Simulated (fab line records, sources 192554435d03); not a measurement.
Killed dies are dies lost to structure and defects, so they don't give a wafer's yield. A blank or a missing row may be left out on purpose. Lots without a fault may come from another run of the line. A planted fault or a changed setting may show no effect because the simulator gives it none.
fab line records | flow n5_finfet
record lots=6 wafers=16 last_day=20
route steps=1938 shown BEOL_M8@1389 BEOL_M9@1401 PASSIVATION@1936
lots that met no fault: from a run of the same line without faults
start_h: hours from the record's first day to the start of the lot's first wafer shown | wait_h: hours since the lot's step before | " the same as in the row above | L1.1+2: a row that stands for several wafers | - no value, or no start given | * or withheld: withheld | < > ~ a bound
route shown NAME@n: a module of which the file shows steps, and the number in the route of the first | usual: mean/standard deviation of fault-free wafers | same: alike in all rows | chamber/n: place in a boat | sites: the reading at each site | _std_site: their standard deviation | _edge_site: outer sites' mean less inner sites' | radius_mm: how far each site lies from the wafer's centre | mask NAME#n: copy n | behind: the tool/chamber that last shaped the wafer | hold: why the lot was held/for how many hours/how that ended | device: the transistor (n, p or np) that didn't switch | end of line: the same wafers' tests at the end of the route | a step without rows: its recipe alone | killed: dies lost to structure and defects at the first sort, not the wafer's yield | map: a wafer's dies, x killed, . not, _ none there
set.NAME: the setting as run; set.NAME@STEP: as run at that earlier step | model.NAME: the simulator's own value behind a step, which no gauge read
lots at some steps of the route; a table a step, a row a wafer
services: from which hour (start_h, from the record's first day; less than 0 if before it) a tool's chamber was out of use, for how many hours, and why
## steps
# step N5_BEOL_M8_ALD_77
# recipe material=TaN target_thk_a=20 temp_c=275 ald_precursor_family=PDMAT ald_co_reactant=NH3 pressure_torr=3 carrier_flow_sccm=1500 pulse_time_s=2 purge_time_s=3 co_reactant_purge_time_s=2 co_reactant_pulse_time_s=3 ald_cycles=40 precursor_vessel_temp_c=75 precursor_vessel_pressure_torr=26.25 precursor_vessel_carrier_sccm=1000
# step N5_BEOL_M8_SURFACE_TREAT_79
# recipe gas=Ar time_s=* ion_energy_ev=* ion_current_ma_cm2=0.5 pressure_mtorr=* ar_flow_sccm=30
# usual throttle_valve_pct=*
# columns lot.wafer tool chamber start_h wait_h throttle_valve_pct
L989.1 pvd_sputter-02 - 242.92 0.4 *
L989.3 " - " " *
L989.4 " - " " *
L992.3 pvd_sputter-01 - 270.06 0.2 *
L992.4 " - " " *
L992.6 " - " " *
L104.1 pvd_sputter-02 - 350.94 0.2 *
L104.3 " - " " *
L104.6 " - " " *
L105.5 pvd_sputter-03 - 362.04 0.5 *
L105.6 " - " " *
L107.4 pvd_sputter-03 - 362.10 0.4 *
L107.6 " - " " *
L109.2 pvd_sputter-02 - 407.07 0.3 *
L109.3 " - " " *
L109.6 " - " " *
# step N5_BEOL_M8_CVD_78
# recipe material=Co target_thk_a=20 temp_c=withheld precursor=CCTBA/H2 pressure_torr=30 time_s=142.3
# step N5_BEOL_M8_SPUTTER_48
# recipe material=Cu target_thk_a=100 temp_c=-20 bias_v=60 power_w=26000 chamber_pressure_pa=0.13 time_s=1.667
# step N5_BEOL_M8_ECD_50
# recipe material=Cu target_thk_a=3000
# step N5_BEOL_M8_ANNEAL_51
# recipe temp_c=225 time_s=90 ambient=N2
# step N5_BEOL_M8_CMP_52
# recipe stop_on=SiCOH_lowk t_overpolish_s=6.9 down_force_psi=1 platen_rpm=50 clearing_platen_down_force_psi=1.5 clearing_platen_rpm=50 post_cmp_clean=cu_alkaline target_thk_nm=80 clearing_platen_pad_velocity_m_s=0.99484 pad_velocity_m_s=0.99484
# step N5_BEOL_M8_THK_MEAS_53
# recipe thk_meas_gauge=xrf reads=Cu_of_BEOL_M8_ECD_50
# usual M8_THK=79.8/1.7
# columns lot.wafer tool chamber start_h wait_h M8_THK[nm]
L989.1 film_metro-01 - 245.12 - 82.6
L989.3 " - " " 80.8
L989.4 " - " " 84.0
L992.3 film_metro-01 - 271.28 - 80.2
L992.4 " - " " 79.9
L992.6 " - " " 80.4
L104.1 film_metro-02 - 351.93 - 80.1
L104.3 " - " " 80.5
L104.6 " - " " 78.7
L105.5 film_metro-01 - 363.24 - 79.5
L105.6 " - " " 77.9
L107.4 film_metro-01 - 363.78 - 77.9
L107.6 " - " " 79.0
L109.2 film_metro-01 - 410.90 - 79.7
L109.3 " - " " 80.0
L109.6 " - " " 78.8
# step N5_BEOL_M8_PRE_CLEAN_55
# recipe gas=NH3 time_s=15 temp_c=withheld rf_power_w=300
# step N5_BEOL_M8_DEP_56
# recipe material=SiCN target_thk_a=100 temp_c=withheld precursor=3MS/NH3 pressure_torr=3 rf_w=202 time_s=17.5
# usual showerhead_plenum_p_Torr=3.669/0.02 throttle_valve_pct=9.2/0.51
# columns lot.wafer tool chamber start_h wait_h showerhead_plenum_p_Torr throttle_valve_pct
L989.1 pecvd-04 1 245.18 0.0 3.679 10.1
L989.3 " 2 " " 3.681 8.5
L989.4 " 2 " " 3.678 8.5
L992.3 pecvd-03 0 271.34 0.0 3.667 9.2
L992.4 " 1 " " 3.651 9.5
L992.6 " 0 " " 3.673 9.3
L104.1 pecvd-03 1 352.00 0.0 3.648 9.4
L104.3 " 0 " " 3.665 9.3
L104.6 " 1 " " 3.645 9.6
L105.5 pecvd-04 2 363.32 0.0 3.681 8.9
L105.6 " 0 " " 3.704 9.4
L107.4 pecvd-04 0 363.85 0.0 3.702 9.2
L107.6 " 2 " " 3.682 8.8
L109.2 pecvd-01 2 410.98 0.0 3.658 9.2
L109.3 " 0 " " 3.661 9.6
L109.6 " 0 " " 3.654 9.8
# step N5_BEOL_M8_RS_MEAS_57
# recipe thk_meas_gauge=four-point-probe reads=Cu_of_BEOL_M8_ECD_50+Co_of_BEOL_M8_CVD_78+TaN_of_BEOL_M8_ALD_77
# usual M8_RS=0.289/0.0064
# columns lot.wafer tool chamber start_h wait_h M8_RS[ohm/sq]
L989.1 film_metro-02 - 245.25 0.1 0.278
L989.3 " - " " 0.284
L989.4 " - " " 0.272
L992.3 film_metro-01 - 271.41 0.1 0.288
L992.4 " - " " 0.288
L992.6 " - " " 0.287
L104.1 film_metro-02 - 352.09 0.1 0.287
L104.3 " - " " 0.286
L104.6 " - " " 0.293
L105.5 film_metro-02 - 363.37 0.0 0.287
L105.6 " - " " 0.294
L107.4 film_metro-02 - 363.91 0.0 0.295
L107.6 " - " " 0.290
L109.2 film_metro-02 - 411.07 0.1 0.289
L109.3 " - " " 0.291
L109.6 " - " " 0.296
# step N5_BEOL_M8_INSPECT_58
# recipe inspect_instrument=darkfield mode=post_dep
# usual raw_defect_count=75/23
# columns lot.wafer tool chamber start_h wait_h raw_defect_count
L989.1 defect_inspect-01 - 245.27 0.0 63
L989.3 " - " " 66
L989.4 " - " " 68
L992.3 defect_inspect-01 - 271.44 0.0 92
L992.4 " - " " 74
L992.6 " - " " 85
L104.1 defect_inspect-01 - 352.12 0.0 81
L104.3 " - " " 105
L104.6 " - " " 98
L105.5 defect_inspect-02 - 363.40 0.0 59
L105.6 " - " " 100
L107.4 defect_inspect-02 - 363.93 0.0 106
L107.6 " - " " 66
L109.2 defect_inspect-01 - 411.09 0.0 84
L109.3 " - " " 77
L109.6 " - " " 60
# step N5_BEOL_M9_ILD_DEP_00
# recipe material=SiCOH_lowk target_thk_a=3085.1 temp_c=300 precursor=DEMS/porogen pressure_torr=5 rf_w=500 time_s=58
# usual heater_power_w=300/57 run_length_s=100.8/0.64 showerhead_plenum_p_Torr=5.743/0.024 throttle_valve_pct=14.0/0.67
# columns lot.wafer tool chamber start_h wait_h heater_power_w run_length_s showerhead_plenum_p_Torr throttle_valve_pct model.SiCOH_lowk_of_BEOL_M9_ILD_DEP_00.thk_nm
L989.1 pecvd-01 1 245.31 0.0 209 101.2 5.728 13.7 304
L989.3 " 0 " " 344 101.9 5.726 14.6 308
L989.4 " 0 " " 261 101.7 5.734 14.7 309
L992.3 pecvd-04 2 271.48 0.0 343 101.6 5.762 13.5 304.2
L992.4 " 2 " " 351 101.0 5.775 13.1 310.4
L992.6 " 1 " " 357 101.0 5.760 15.5 308.4
L104.1 pecvd-04 1 352.15 0.0 329 100.8 5.748 15.2 308
L104.3 " 2 " " 279 101.3 5.743 13.2 302.2
L104.6 " 1 " " 331 100.5 5.749 15.4 304
L105.5 pecvd-01 0 363.46 0.1 268 83.6 5.738 14.5 215.2
L105.6 " 1 " " 236 101.2 5.707 13.6 310
L107.4 pecvd-01 1 364.00 0.1 202 83.7 5.716 13.6 212.8
L107.6 " 2 " " 389 99.7 5.726 14.5 307.6
L109.2 pecvd-02 2 411.13 0.0 284 100.3 5.742 13.3 310.2
L109.3 " 0 " " 225 100.3 5.775 13.7 309.4
L109.6 " 2 " " 290 100.3 5.727 13.1 314.6
# step N5_BEOL_M9_CURE_71
# recipe temp_c=385 time_s=240 ambient=He/Ar material=SiCOH_lowk
# usual lamp_power_pct=52.31/0.052 wafer_temp_C_max=386.6/0.54
# columns lot.wafer tool chamber start_h wait_h lamp_power_pct wafer_temp_C_max
L989.1 uv_cure-02 2 245.39 0.0 52.28 386.6
L989.3 " 2 " " 52.31 387.3
L989.4 " 2 " " 52.35 386.9
L992.3 uv_cure-01 0 271.71 0.2 52.25 386.0
L992.4 " 0 " " 52.32 386.2
L992.6 " 0 " " 52.30 386.4
L104.1 uv_cure-01 0 352.23 0.0 52.23 386.5
L104.3 " 0 " " 52.28 386.2
L104.6 " 0 " " 52.33 386.1
L105.5 uv_cure-03 2 363.83 0.3 52.21 386.5
L105.6 " 2 " " 52.26 386.0
L107.4 uv_cure-01 0 364.28 0.3 52.28 386.0
L107.6 " 0 " " 52.31 386.1
L109.2 uv_cure-02 1 411.29 0.1 52.27 387.3
L109.3 " 1 " " 52.24 387.0
L109.6 " 1 " " 52.31 386.9
# step N5_BEOL_M9_THK_MEAS_01
# recipe reads=SiCOH_lowk_of_BEOL_M9_ILD_DEP_00
# usual M9_ILD_THK=268/3.2
# columns lot.wafer tool chamber start_h wait_h M9_ILD_THK[nm]
L989.1 film_metro-02 - 245.90 0.4 264
L989.3 " - " " 267
L989.4 " - " " 268
L992.3 film_metro-01 - 272.07 0.3 264
L992.4 " - " " 269
L992.6 " - " " 268
L104.1 film_metro-02 - 352.74 0.4 268
L104.3 " - " " 263
L104.6 " - " " 264
L105.5 film_metro-01 - 364.03 0.1 186
L105.6 " - " " 269
L107.4 film_metro-02 - 364.56 0.2 184
L107.6 " - " " 267
L109.2 film_metro-02 - 411.72 0.4 270
L109.3 " - " " 269
L109.6 " - " " 274
# step N5_BEOL_M9_PECVD_70
# recipe material=SiO2 target_thk_a=200 temp_c=400 precursor=TEOS/O2 pressure_torr=5.5 rf_w=450 teos_flow_sccm=53.8 gas=O2 flow_sccm=3000 time_s=22.7
# usual heater_power_w=693/100 showerhead_plenum_p_Torr=8.80/0.099 throttle_valve_pct=22.5/1.1
# columns lot.wafer tool chamber start_h wait_h heater_power_w showerhead_plenum_p_Torr throttle_valve_pct
L989.1 pecvd-04 0 245.94 0.0 652 8.96 22.6
L989.3 " 1 " " 747 8.79 24.9
L989.4 " 2 " " 795 8.88 21.4
L992.3 pecvd-02 0 272.10 0.0 598 8.93 21.9
L992.4 " 2 " " 722 8.74 20.9
L992.6 " 1 " " 608 8.78 22.3
L104.1 pecvd-02 1 352.78 0.0 713 8.78 22.2
L104.3 " 2 " " 750 8.73 21.1
L104.6 " 2 " " 716 8.72 21.1
L105.5 pecvd-04 1 364.08 0.1 762 8.84 24.7
L105.6 " 2 " " 672 8.85 21.5
L107.4 pecvd-02 0 364.61 0.1 541 8.94 22.0
L107.6 " 2 " " 703 8.73 20.9
L109.2 pecvd-04 2 411.76 0.0 792 8.85 21.9
L109.3 " 0 " " 682 8.97 22.8
L109.6 " 1 " " 765 8.83 24.8
# step N5_BEOL_M9_HM_DEP_02
# recipe material=TiN target_thk_a=200 temp_c=25 chamber_pressure_pa=0.49996
# step N5_BEOL_M9_COAT_59
# recipe resist=SOC temp_c=250 time_s=60 spin_rpm=1500 resist_thk_nm=100
# step N5_BEOL_M9_COAT_60
# recipe resist=SiARC temp_c=220 time_s=60 spin_rpm=1500 resist_thk_nm=30
# step N5_BEOL_M9_COAT_05
# recipe resist=CAR-ArF spin_rpm=1500 resist_thk_nm=90
# step N5_BEOL_M9_EBR_07
# recipe solvent=PGMEA ebr_width_mm=1.5
# step N5_BEOL_M9_SOFTBAKE_06
# recipe temp_c=110 time_s=60 resist=CAR-ArF
# step N5_BEOL_M9_EXPOSE_08
# recipe mask_id=M9 na=1.35 source_shape=dipole sigma_inner=0.411 sigma_outer=0.611 polarization=te dose_mj=53.75
# step N5_BEOL_M9_PEB_09
# recipe peb_temp_c=withheld peb_time_s=60 resist=CAR-ArF
# step N5_BEOL_M9_DEVELOP_10
# recipe develop_time_s=30 developer=TMAH resist=CAR-ArF rinse_liquid=diw dry=air_spin dev_temp_c=23
# step N5_BEOL_M9_CD_MEAS_11
# recipe target_cd_nm=64.1 landing_energy_ev=500 detector=se_inlens polarity=opening
# usual cd_nm=64.1/0.45
# columns lot.wafer tool chamber start_h wait_h cd_nm
L989.1 cd_sem-02 0 247.35 - 64.2
L989.3 " 0 " " 64.0
L989.4 " 0 " " 64.0
L992.3 cd_sem-03 0 273.64 - 64.6
L992.4 " 0 " " 64.7
L992.6 " 0 " " 64.1
L104.1 cd_sem-03 0 354.17 - 64.0
L104.3 " 0 " " 63.5
L104.6 " 0 " " 64.0
L105.5 cd_sem-03 0 364.78 - 63.5
L105.6 " 0 " " 63.6
L107.4 cd_sem-02 0 366.98 - 64.4
L107.6 " 0 " " 64.3
L109.2 cd_sem-03 0 412.93 - 64.9
L109.3 " 0 " " 64.4
L109.6 " 0 " " 64.7
# step N5_BEOL_M9_OVL_MEAS_12
# recipe points_per_wafer=44
# usual M9_OVL=0.1/0.77
# columns lot.wafer tool chamber start_h wait_h M9_OVL[nm]
L989.1 overlay-01 0 247.38 0.0 1.5
L989.3 " 0 " " 1.4
L989.4 " 0 " " 0.5
L992.3 overlay-02 0 273.67 0.0 -0.4
L992.4 " 0 " " -0.6
L992.6 " 0 " " 0.3
L104.1 overlay-02 0 354.20 0.0 -0.5
L104.3 " 0 " " -0.3
L104.6 " 0 " " -1.8
L105.5 overlay-01 0 364.81 0.0 0.8
L105.6 " 0 " " -0.5
L107.4 overlay-02 0 367.00 0.0 0.5
L107.6 " 0 " " 0.2
L109.2 overlay-02 0 412.96 0.0 -0.4
L109.3 " 0 " " -0.3
L109.6 " 0 " " -0.1
# step N5_BEOL_M9_INSPECT_13
# recipe mode=adi inspect_instrument=brightfield
# usual raw_defect_count=419/87
# columns lot.wafer tool chamber start_h wait_h raw_defect_count
L989.1 defect_inspect-01 - 247.40 0.0 385
L989.3 " - " " 393
L989.4 " - " " 413
L992.3 defect_inspect-01 - 273.69 0.0 376
L992.4 " - " " 305
L992.6 " - " " 406
L104.1 defect_inspect-02 - 354.22 0.0 407
L104.3 " - " " 386
L104.6 " - " " 377
L105.5 defect_inspect-02 - 364.83 0.0 221
L105.6 " - " " 358
L107.4 defect_inspect-01 - 367.03 0.0 423
L107.6 " - " " 354
L109.2 defect_inspect-01 - 412.98 0.0 499
L109.3 " - " " 384
L109.6 " - " " 406
# step N5_BEOL_M9_DESCUM_16
# recipe chemistry=O2 time_s=7.9 source_power_w=50 bias_power_w=20 pressure_mtorr=20 rf_frequency_hz=2.712e+07 temp_c=40 resist=CAR-ArF o2_flow_sccm=225
# step N5_BEOL_M9_ETCH_61
# recipe chemistry=CF4 target=SiARC target_depth_a=390 mask_material=CAR-ArF time_s=65 ion_energy_ev=80 pressure_mtorr=40 source_w=545 bias_w=36 Ar_flow_sccm=100 cf4_flow_sccm=100 ends=cleared
# step N5_BEOL_M9_ETCH_62
# recipe chemistry=N2/H2 target=SOC target_depth_a=1100 overetch_a=220 mask_material=SiARC temp_c=40 time_s=165 ion_energy_ev=200 pressure_mtorr=30 source_w=840 bias_w=150 n2_flow_sccm=200 h2_flow_sccm=200
# step N5_BEOL_M9_STRIP_68
# recipe chemistry=N2/H2 temp_c=40 n2_flow_sccm=200 h2_flow_sccm=200 rf_frequency_hz=6e+07
# step N5_BEOL_M9_STRIP_67
# recipe chemistry=CF4 resist=SiARC power_w=300 bias_power_w=75 pressure_mtorr=50 cf4_flow_sccm=150 rf_frequency_hz=6e+07
# step N5_BEOL_M9_HM_OPEN_17
# recipe chemistry=Cl2/BCl3 target_depth_a=200 overetch_a=60 target=TiN mask_material=SOC ion_energy_ev=150 pressure_mtorr=10 icp_w=1000 bias_w=126 Cl2_flow_sccm=53.25 bcl3_flow_sccm=21.75 Ar_flow_sccm=25
# step N5_BEOL_M9_STRIP_19
# recipe chemistry=O2 power_w=400 temp_c=40 pressure_mtorr=30 rf_frequency_hz=6e+07 bias_power_w=0 overash_fraction=0.2 o2_flow_sccm=225
# usual drypump_motor_current_A=5.8/0.4 oes_product_au=0.77/0.085 rf_vpp_V=3.7/0.61 showerhead_plenum_p_Torr=2.09/0.065 throttle_valve_pct=16.77/0.21
# columns lot.wafer tool chamber start_h wait_h drypump_motor_current_A oes_product_au rf_hours_counter_h rf_vpp_V showerhead_plenum_p_Torr throttle_valve_pct
L989.1 rie_diel-03 1 247.93 0.1 5.7 0.72 198 3.9 2.08 16.99
L989.3 " 3 " " 5.6 0.70 192 3.8 2.17 16.86
L989.4 " 2 " " 5.7 0.69 221 2.9 1.99 16.85
L992.3 rie_diel-05 0 274.20 0.1 5.8 0.67 231 4.3 2.08 16.63
L992.4 " 3 " " 6.4 0.75 167 2.9 2.08 16.95
L992.6 " 3 " " 6.4 0.74 - 3.2 2.08 16.97
L104.1 rie_diel-05 3 355.53 0.1 6.3 0.72 204 3.5 2.07 17.03
L104.3 " 0 " " 5.8 0.97 4 3.4 2.07 16.21
L104.6 " 3 " " 6.3 0.72 - 3.1 2.07 17.04
L105.5 rie_diel-02 0 365.27 0.0 4.8 0.88 - 3.4 2.14 16.67
L105.6 " 2 " " 6.1 0.79 - 4.2 2.03 16.77
L107.4 rie_diel-03 3 367.82 0.1 5.5 0.68 - 4.7 2.16 16.92
L107.6 " 0 " " 5.9 0.76 - 4.7 2.17 16.73
L109.2 rie_diel-05 0 413.61 0.1 5.8 0.91 22 3.9 2.06 16.25
L109.3 " 1 " " 5.3 0.81 111 3.7 2.11 16.53
L109.6 " 3 " " 6.4 0.71 - 4.4 2.06 17.06
# step N5_BEOL_M9_CD_MEAS_18
# recipe pitch_nm=140 target_cd_nm=70
# usual cd_nm=69.9/0.48
# columns lot.wafer tool chamber start_h wait_h cd_nm
L989.1 cd_sem-01 - 248.00 0.0 70.0
L989.3 " - " " 69.9
L989.4 " - " " 70.1
L992.3 cd_sem-03 - 274.27 0.1 70.1
L992.4 " - " " 70.4
L992.6 " - " " 69.8
L104.1 cd_sem-02 - 355.60 0.0 69.4
L104.3 " - " " 69.5
L104.6 " - " " 69.4
L105.5 cd_sem-01 - 365.33 0.0 70.0
L105.6 " - " " 69.9
L107.4 cd_sem-02 - 367.88 0.0 70.7
L107.6 " - " " 70.2
L109.2 cd_sem-02 - 413.68 0.1 70.7
L109.3 " - " " 69.7
L109.6 " - " " 69.8
# step N5_BEOL_M9_COAT_63
# recipe resist=SOC temp_c=250 time_s=60 spin_rpm=1500 resist_thk_nm=60
# step N5_BEOL_M9_COAT_64
# recipe resist=SiARC temp_c=220 time_s=60 spin_rpm=1500 resist_thk_nm=12
# step N5_BEOL_M9_COAT_75
# recipe resist=underlayer temp_c=205 time_s=60 spin_rpm=1500 resist_thk_nm=5
# step N5_BEOL_M9_COAT_22
# recipe resist=CAR-EUV spin_rpm=1500 resist_thk_nm=30
# step N5_BEOL_M9_EBR_24
# recipe solvent=PGMEA ebr_width_mm=1.5
# step N5_BEOL_M9_SOFTBAKE_23
# recipe temp_c=110 time_s=60 resist=CAR-EUV
# step N5_BEOL_M9_CMP_52
# recipe stop_on=SiCOH_lowk t_overpolish_s=7 down_force_psi=1 platen_rpm=50 clearing_platen_down_force_psi=1.5 clearing_platen_rpm=50 post_cmp_clean=cu_alkaline target_thk_nm=140 clearing_platen_pad_velocity_m_s=0.99484 pad_velocity_m_s=0.99484
# usual clearing_platen_down_force_psi=1.500/0.003 edge_zone_pressure_frac=1.000/0.0051 motor_current_A=6.2/0.69 slurry_flow_ml_min=150.0/0.46
# columns lot.wafer tool chamber start_h wait_h clearing_platen_down_force_psi edge_zone_pressure_frac motor_current_A slurry_flow_ml_min model.SiCOH_lowk_of_BEOL_M9_ILD_DEP_00.thk_nm
L989.4 cmp-04 2 256.71 0.1 1.500 1.000 6.0 149.7 265.4
L989.1 " 0 " " 1.495 0.995 5.9 150.0 261
L989.3 " 1 " " 1.495 1.004 6.5 150.0 264.4
L992.4 cmp-02 2 277.65 0.1 1.502 1.005 5.7 150.2 266.6
L992.3 " 1 " " 1.498 0.996 6.0 149.8 261.2
L992.6 " 3 " " 1.502 1.004 5.7 150.8 265
L104.3 cmp-03 3 359.17 0.2 1.498 0.996 6.8 149.6 259.4
L104.1 " 0 " " 1.501 0.992 6.5 150.0 264.4
L104.6 " 2 " " 1.497 1.000 5.7 149.6 261
L105.5 cmp-04 1 370.36 0.2 1.496 1.004 6.3 149.8 183
L105.6 " 2 " " 1.504 0.997 6.0 149.4 266.2
L107.4 cmp-02 3 373.41 0.2 1.501 1.000 5.7 150.4 181
L107.6 " 2 " " 1.498 1.000 5.7 149.9 264.2
L109.3 cmp-02 0 420.89 0.2 1.500 1.000 5.8 149.8 265.8
L109.2 " 2 " " 1.497 0.989 5.8 149.8 266.4
L109.6 " 0 " " 1.499 1.000 6.0 149.4 270.4
# step N5_PASSIVATION_PROBE_49
# usual defect_limited_yield=91.2/1.3 killed_at_M0_to_M3=34/9.2 killed_at_M4_up=14/5 killed_at_contacts=13/6.7 killed_at_front_end=39/12 killed_at_other=4/3.3 killed_dies=104/15 killed_open=68/12 killed_short=34/7.5 sort_bin_5_function=5.2/0.87 sort_bin_6_memory=3.3/0.63 sort_n_pass=1076/15 sort_yield_pct=91.2/1.3
# same gross_dies=1180 killed_at_back_side=0 sort_bin_4_leakage[%]=0 sort_bin_8_speed[%]=0
# columns lot.wafer tool chamber start_h wait_h defect_limited_yield[%] killed_at_M0_to_M3 killed_at_M4_up killed_at_contacts killed_at_front_end killed_at_other killed_dies killed_open killed_short sort_bin_5_function[%] sort_bin_6_memory[%] sort_n_pass sort_yield_pct[%]
L989.1 prober-01 - 316.14 0.0 91.9 37 18 5 33 2 95 49 45 4.5 2.8 1085 91.9
L989.3 prober-01 - 316.24 0.1 91.8 43 8 4 37 5 97 53 42 4.7 3.0 1083 91.8
L989.4 prober-01 - 316.29 0.2 90.7 36 10 12 51 1 110 56 50 4.8 3.8 1070 90.7
L992.3 prober-01 - 341.38 0.1 91.0 32 17 6 48 3 106 72 31 5.0 3.5 1074 91.0
L992.4 prober-01 - 341.43 0.2 91.7 26 17 4 44 7 98 61 36 5.1 2.8 1082 91.7
L992.6 prober-01 - 341.53 0.3 89.4 42 12 13 52 6 125 83 37 6.8 3.5 1055 89.4
L107.4 prober-02 - 438.18 0.6 89.7 34 14 17 43 13 121 74 43 5.8 4.2 1059 89.7
L107.6 prober-02 - 438.28 0.7 90.2 54 17 17 27 1 116 74 34 5.2 4.0 1064 90.2
L105.5 prober-02 - 439.74 0.2 90.0 48 10 5 46 9 118 80 36 5.5 4.2 1062 90.0
# killed by level:class
L989.1 BEOL_M3:geometric_particle:short=11 FIN_SAQP:geometric_particle:short=9 STI_FIN_REVEAL:geometric_particle:open=9 BEOL_M4:geometric_particle:open=7 BEOL_M3:geometric_particle:open=6 BEOL_M2:geometric_particle:short=5 BEOL_M5:geometric_particle:open=5 FIN_SAQP:geometric_particle:open=4
L989.3 FIN_SAQP:geometric_particle:short=13 STI_FIN_REVEAL:geometric_particle:open=11 BEOL_M0_SAQP:geometric_particle:short=10 BEOL_M4:geometric_particle:open=8 BEOL_M0_SAQP:geometric_particle:open=7 BEOL_M2:geometric_particle:open=6 BEOL_M3:geometric_particle:short=5 BEOL_M3:geometric_particle:open=5
L989.4 BEOL_M3:geometric_particle:short=15 FIN_SAQP:geometric_particle:short=14 FIN_SAQP:geometric_particle:open=10 MOL_CONTACT_COAG:geometric_particle:open=9 STI_FIN_REVEAL:geometric_particle:open=8 BEOL_M3:geometric_particle:open=5 BEOL_M2:geometric_particle:open=4 BEOL_M2:geometric_particle:short=4
L992.3 FIN_SAQP:geometric_particle:open=15 STI_FIN_REVEAL:geometric_particle:open=11 BEOL_M3:geometric_particle:open=8 FIN_SAQP:geometric_particle:short=6 BEOL_M0:geometric_particle:open=6 BEOL_M4:geometric_particle:open=6 MOL_CONTACT_COAG:geometric_particle:open=5 BEOL_M0_SAQP:geometric_particle:short=5
L992.4 DUMMY_GATE:geometric_particle:open=9 FIN_SAQP:geometric_particle:open=8 STI_FIN_REVEAL:geometric_particle:open=7 GATE_CUT:geometric_particle:short=5 BEOL_M3:geometric_particle:open=5 BEOL_M0_SAQP:geometric_particle:short=4 FIN_SAQP:geometric_particle:short=4 BEOL_M0:geometric_particle:open=4
L992.6 FIN_SAQP:geometric_particle:open=12 MOL_CONTACT_COAG:geometric_particle:open=12 BEOL_M3:geometric_particle:open=11 STI_FIN_REVEAL:geometric_particle:open=9 BEOL_M2:geometric_particle:open=9 FIN_SAQP:geometric_particle:short=7 BEOL_M0_SAQP:geometric_particle:open=6 BEOL_M2:geometric_particle:short=5
L107.4 MOL_CONTACT_COAG:geometric_particle:open=16 FIN_SAQP:geometric_particle:short=14 BEOL_M2:geometric_particle:open=12 BEOL_M4:geometric_particle:open=9 DUMMY_GATE:geometric_particle:open=7 PASS1_CAP:geometric_particle:open=6 GATE_CUT:geometric_particle:short=5 BEOL_M3:geometric_particle:open=5
L107.6 MOL_CONTACT_COAG:geometric_particle:open=15 BEOL_M2:geometric_particle:open=13 BEOL_M3:geometric_particle:open=11 BEOL_M0_SAQP:geometric_particle:short=11 FIN_SAQP:geometric_particle:short=10 BEOL_M0_SAQP:geometric_particle:open=8 FIN_SAQP:geometric_particle:open=4 BEOL_M1:geometric_particle:open=4
L105.5 FIN_SAQP:geometric_particle:open=16 BEOL_M3:geometric_particle:open=11 BEOL_M0_SAQP:geometric_particle:open=10 BEOL_M2:geometric_particle:open=9 FIN_SAQP:geometric_particle:short=8 STI_FIN_REVEAL:geometric_particle:open=6 GATE_CUT:geometric_particle:short=5 BEOL_M4:geometric_particle:open=5
## services
# columns tool chamber start_h hours kind
pecvd-02 - 223.04 0.3 repair
rie_diel-05 3 227.96 6.0 repair
rie_diel-05 1 229.85 2.6 repair
rie_diel-05 0 249.90 1.2 repair
pecvd-02 - 261.64 0.5 repair
pecvd-02 - 267.16 1.1 repair
rie_diel-05 2 281.14 7.1 repair
pecvd-04 - 310.65 2.8 pm
cmp-02 - 312.09 4.0 pm
rie_diel-05 3 315.21 3.1 repair
rie_diel-05 - 329.22 0.3 repair
pecvd-02 - 345.51 2.8 pm
uv_cure-02 - 348.48 2.1 pm
uv_cure-02 - 354.24 0.6 repair
cmp-02 - 358.42 7.3 pm
pecvd-03 - 362.37 1.5 repair
uv_cure-02 - 379.58 5.1 repair
rie_diel-05 3 381.29 7.0 repair
uv_cure-01 - 384.60 1.0 pm
cmp-02 - 385.38 0.5 repair
pecvd-03 2 387.41 5.1 repair
uv_cure-02 - 391.20 3.4 pm
pecvd-04 - 401.74 1.5 repair
pecvd-04 - 420.68 0.7 repair
## key
first_sign step=N5_BEOL_M9_ILD_DEP_00 reading=run_length_s direction=down sigmas=27 usual=* struck=*
effect step=N5_BEOL_M9_THK_MEAS_01 reading=M9_ILD_THK direction=down sigmas=26 usual=268 struck=185
model_effect step=N5_BEOL_M9_ILD_DEP_00 value=SiCOH_lowk_of_BEOL_M9_ILD_DEP_00.thk_nm without=308 struck=214
model_effect step=N5_BEOL_M9_CMP_52 value=SiCOH_lowk_of_BEOL_M9_ILD_DEP_00.thk_nm without=264.5 struck=182
met_at N5_BEOL_M9_ILD_DEP_00
struck_wafers L105.5,L107.4
onset_between 245.31 363.46
fault kind=process_parameter_drift tool=pecvd-01 chamber=- onset_h=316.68 steps=N5_BEOL_M9_ILD_DEP_00 channel=time_s offset=* shape=step end_h=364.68 scope=struck_wafers_only acts_in=* stated=*
